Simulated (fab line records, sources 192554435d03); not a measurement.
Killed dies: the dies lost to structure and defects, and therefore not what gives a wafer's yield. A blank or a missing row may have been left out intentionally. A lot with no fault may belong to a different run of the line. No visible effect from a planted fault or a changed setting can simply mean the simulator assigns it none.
Chamber matching ; flow n5-finfet ; N5_BEOL_M2_ETCH_64 on rie-diel-05: 4 sister chambers
The step etches SOC in N2/H2, target depth 75 nm, overetch 22.5 nm, time 121.9 s. 8 wafers are shown with their chamber, then 7 later ones without.

## EACH WAFER AND ITS CHAMBER
wafer;chamber;drypump-motor-current-A (A);showerhead-plenum-p-Torr (Torr)
L081.3;0;6.6;2.68
L081.5;0;6.6;2.68
L084.1;3;5.7;2.51
L087.2;3;5.7;2.50
L087.5;1;5.6;2.41
L087.6;2;5.1;2.72
L093.1;2;5.1;2.72
L093.2;1;5.7;2.40

## WAFERS WITHOUT THEIR CHAMBER
wafer;drypump-motor-current-A (A);showerhead-plenum-p-Torr (Torr)
L093.5;5.6;2.40
L092.2;5.6;2.40
L092.4;5.1;2.72
L092.6;5.1;2.72
L096.1;5.6;2.40
L096.2;6.6;2.67
L096.3;5.7;2.50

## WHICH CHAMBER EACH WENT THROUGH
wafer;from the rows above;in truth
L093.5;1;1
L092.2;1;1
L092.4;2;2
L092.6;2;2
L096.1;1;1
L096.2;0;0
L096.3;3;3
Correctly placed: 7 of 7. Left unplaced by these rows: 0. Placed wrongly: 0.
How it was worked out, from the rows above alone: a wafer's distance from a chamber is the root of the sum, over the readings, of the square of ((its reading less the chamber's mean) divided by the reading's scatter). If the next closest chamber is less than 2 further off than the closest, the wafer can't be placed; otherwise it belongs to the closest. The mean given for a chamber averages the wafers shown for that chamber. The scatter: the root of (the sum of the squares of (reading less its chamber's mean) over the shown wafers, divided by (wafers less chambers)).
